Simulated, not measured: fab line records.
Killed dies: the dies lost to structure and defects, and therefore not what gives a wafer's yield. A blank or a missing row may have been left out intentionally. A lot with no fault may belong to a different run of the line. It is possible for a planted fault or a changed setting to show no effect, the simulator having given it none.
Check of tool commonality + flow n5-finfet + 9 lots, 24 wafers sampled

## THE REASON FOR OPENING IT
Flagged at N5_BEOL_M0_SAQP_INSPECT_16: reading raw-defect-count, on 2 of 9 lots. Wafers without a fault read 479, standard deviation 100.
Rule: a lot is flagged when every wafer of it that has a number lies more than 4 standard deviations from that mean, or none has a number. As for the other lots, they are considered sound.

| lot  | measured     | on                | raw-defect-count, wafer by wafer | flag    |
|------|--------------|-------------------|----------------------------------|---------|
| L455 | day 5 17:59  | defect-inspect-02 | 359 369                          |         |
| L458 | day 6 11:20  | defect-inspect-01 | 304 332 382                      |         |
| L461 | day 7 08:26  | defect-inspect-01 | 530 363                          |         |
| L464 | day 8 02:07  | defect-inspect-01 | 570 455                          |         |
| L465 | day 8 07:04  | defect-inspect-01 | 1575 1622 1424                   | FLAGGED |
| L467 | day 8 19:32  | defect-inspect-02 | 1509 1625 1576                   | FLAGGED |
| L474 | day 10 12:23 | defect-inspect-01 | 418 522 403                      |         |
| L476 | day 11 00:58 | defect-inspect-01 | 416 384 394                      |         |
| L477 | day 11 04:44 | defect-inspect-02 | 682 512 635                      |         |
The mean of the flagged lots' numbers is 1555, +1076 from the usual (+11 standard deviations).

## TOOL THAT RAN EACH LOT
2 process steps preceding the reading are held in the record, out of 1938 steps in the route. Each cell gives the tool, then ch followed by the chambers the sampled wafers passed through, then the start.
| lot  | flag    | N5_BEOL_M0_SAQP_PECVD_97        | N5_BEOL_M0_SAQP_PECVD_04        |
|------|---------|---------------------------------|---------------------------------|
| L455 |         | pecvd-02 ch 0,2, day 5 17:19    | pecvd-02 ch 0,2, day 5 17:21    |
| L458 |         | pecvd-03 ch 1,2, day 6 10:40    | pecvd-03 ch 1,2, day 6 10:43    |
| L461 |         | pecvd-02 ch 0,2, day 7 07:44    | pecvd-02 ch 0,2, day 7 07:46    |
| L464 |         | pecvd-03 ch 0,1, day 8 01:25    | pecvd-03 ch 0,1, day 8 01:28    |
| L465 | FLAGGED | pecvd-03 ch 0,1,2, day 8 06:23  | pecvd-03 ch 0,1,2, day 8 06:26  |
| L467 | FLAGGED | pecvd-03 ch 0,1,2, day 8 18:52  | pecvd-03 ch 0,1,2, day 8 18:54  |
| L474 |         | pecvd-04 ch 0,1,2, day 10 11:43 | pecvd-04 ch 0,1,2, day 10 11:44 |
| L476 |         | pecvd-02 ch 0,1, day 11 00:25   | pecvd-02 ch 0,1, day 11 00:28   |
| L477 |         | pecvd-04 ch 0,1, day 11 04:04   | pecvd-04 ch 0,1, day 11 04:06   |
What is done by these steps:
- N5_BEOL_M0_SAQP_PECVD_97: deposits SiNx from SiH4/NH3/N2, target thk 23 nm, time 19.9 s.
- N5_BEOL_M0_SAQP_PECVD_04: deposits a-Si from SiH4/He, target thk 60 nm, time 60.2 s.
- N5_BEOL_M0_SAQP_INSPECT_16: inspects for defects (brightfield).

## FLAGGED OVER TOTAL, TOOL BY TOOL (the gauges that took the reading come last)
| step                       | tool              | lots run | flagged | share of the flagged lots | sound lots run after its first flagged lot |
|----------------------------|-------------------|----------|---------|---------------------------|--------------------------------------------|
| N5_BEOL_M0_SAQP_PECVD_97   | pecvd-02          | 3        | 0       | none                      | -                                          |
| N5_BEOL_M0_SAQP_PECVD_97   | pecvd-03          | 4        | 2       | all                       | 0                                          |
| N5_BEOL_M0_SAQP_PECVD_97   | pecvd-04          | 2        | 0       | none                      | -                                          |
| N5_BEOL_M0_SAQP_PECVD_04   | pecvd-02          | 3        | 0       | none                      | -                                          |
| N5_BEOL_M0_SAQP_PECVD_04   | pecvd-03          | 4        | 2       | all                       | 0                                          |
| N5_BEOL_M0_SAQP_PECVD_04   | pecvd-04          | 2        | 0       | none                      | -                                          |
| N5_BEOL_M0_SAQP_INSPECT_16 | defect-inspect-01 | 6        | 1       | some                      | 2 (L474,L476)                              |
| N5_BEOL_M0_SAQP_INSPECT_16 | defect-inspect-02 | 3        | 1       | some                      | 1 (L477)                                   |

## WHAT THE TABLE ALLOWS
Every flagged lot went through 2 rows of the table: pecvd-03 at N5_BEOL_M0_SAQP_PECVD_97 and pecvd-03 at N5_BEOL_M0_SAQP_PECVD_04.
- pecvd-03 at N5_BEOL_M0_SAQP_PECVD_97 ran 4 lots, 2 of them flagged. Last sound lot L464 at day 8 01:25, first flagged lot L465 at day 8 06:23; a fault beginning in between fits.
- pecvd-03 at N5_BEOL_M0_SAQP_PECVD_04 ran 4 lots, 2 of them flagged. Last sound lot L464 at day 8 01:28, first flagged lot L465 at day 8 06:26; a fault beginning in between fits.
Left over: one tool, pecvd-03 at N5_BEOL_M0_SAQP_PECVD_97 and N5_BEOL_M0_SAQP_PECVD_04.

## WHAT THE SIMULATOR HAD INSERTED
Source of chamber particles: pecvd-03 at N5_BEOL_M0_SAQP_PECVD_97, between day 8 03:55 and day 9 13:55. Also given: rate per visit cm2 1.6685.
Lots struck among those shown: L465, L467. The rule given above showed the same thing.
